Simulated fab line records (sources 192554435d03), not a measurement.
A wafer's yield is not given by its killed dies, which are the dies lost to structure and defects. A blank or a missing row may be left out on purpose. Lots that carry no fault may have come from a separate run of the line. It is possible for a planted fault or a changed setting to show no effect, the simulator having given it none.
Split-lot trial -- flow n5_finfet -- 21 wafers read from 7 lots, route of 1938 steps

## SPLIT DETAILS
At N5_BEOL_M1_ETCH_64 (etches SOC in N2/H2, target depth 75 nm, overetch 15 nm, time 112.5 s), the setting source_w was moved away from the recipe's 840 W on 6 of the 21 wafers read, by -17.1% to +15.6%. This setting was run at the recipe's value on the other wafers.

The reading is taken at the split's own step.

## THE READING
rf_vpp_V, in V, at N5_BEOL_M1_ETCH_64 (etches SOC in N2/H2, target depth 75 nm, overetch 15 nm, time 112.5 s). A value of 523.4 V with a standard deviation of 2.4 V is what fault-free wafers of this fab line usually give.

wafer,"tool, chamber at the split","source_w as run, W",against the recipe,"rf_vpp_V, V",against lot-mates on the recipe
L074.1,"rie_diel-06, 3",936.2,+11.5%,504.5,-23.3
L074.2,"rie_diel-06, 1",840,recipe,527.8,-
L074.5,"rie_diel-06, 2",936.2,+11.5%,501.2,-26.6
L079.1,"rie_diel-04, 3",840,recipe,523.3,-
L079.2,"rie_diel-04, 0",840,recipe,523.9,-
L079.5,"rie_diel-04, 2",971,+15.6%,497.4,-26.2
L081.2,"rie_diel-04, 2",840,recipe,519.8,-
L081.4,"rie_diel-04, 3",840,recipe,522.0,-
L081.5,"rie_diel-04, 1",840,recipe,524.1,-
L083.4,"rie_diel-06, 2",840,recipe,520.7,-
L083.5,"rie_diel-06, 2",840,recipe,521.0,-
L083.6,"rie_diel-06, 1",696.5,-17.1%,558.9,+38.0
L092.1,"rie_diel-04, 1",840,recipe,523.9,-
L092.4,"rie_diel-04, 2",840,recipe,527.9,-
L092.6,"rie_diel-04, 0",840,recipe,522.0,-
L094.2,"rie_diel-06, 2",882,+5.0%,520.0,-4.8
L094.3,"rie_diel-06, 0",840,recipe,524.8,-
L094.4,"rie_diel-06, 2",882,+5.0%,519.6,-5.2
L095.1,"rie_diel-04, 0",840,recipe,522.2,-
L095.2,"rie_diel-04, 1",840,recipe,524.6,-
L095.6,"rie_diel-04, 1",840,recipe,524.0,-

FIT RESULTS
A straight line over all 21 wafers: rf_vpp_V changes by -1.83 V for each +1% of source_w; r = -0.97; the points scatter about the line by 2.8 V.
The same after taking each lot's own level away (the mean of its wafers on the recipe; 21 wafers): -2.01 V for each +1%; r = -0.98; scatter 2.6 V.
On that fit, the largest move of source_w shifts the reading by 34 V.
Across the lots, their own levels run from 520.85 to 527.80 V, a range of 2.9 times the standard deviation given above.
The two slopes agree, so the slope changes little with the lot-to-lot level.
Check: +32.3 V against its lot-mates is what the line predicts for one of the wafers moved furthest among these (-17.1%) when that wafer is left out of the fit. It came out at +38 V against them.
Tool readings at the split's step, against how far the setting was moved: rf_vpp_V r = -0.97.

## FURTHER SPLITS ON THESE WAFERS
Before the reading, these wafers also passed through other splits. Each is held against what the fit with the lots' levels taken away leaves over:
other split on the same wafers,wafers away from the commonest value,r with rf_vpp_V (lot level and that fit taken away)
N5_MOL_CONTACT_COAG_COAT_76 spin_rpm,10,-0.33
N5_BEOL_M0_SAQP_ETCH_106 target_depth_a,9,-0.18
N5_BEOL_M0_CUTY_EXPOSE_54 dose_mj,7,+0.51
N5_BEOL_M0_CUTY_DESCUM_61 time_s,7,-0.46

## FILE'S OWN FIT
rf_vpp_V changes by -1.98 V for each +1% of source_w, r = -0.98.
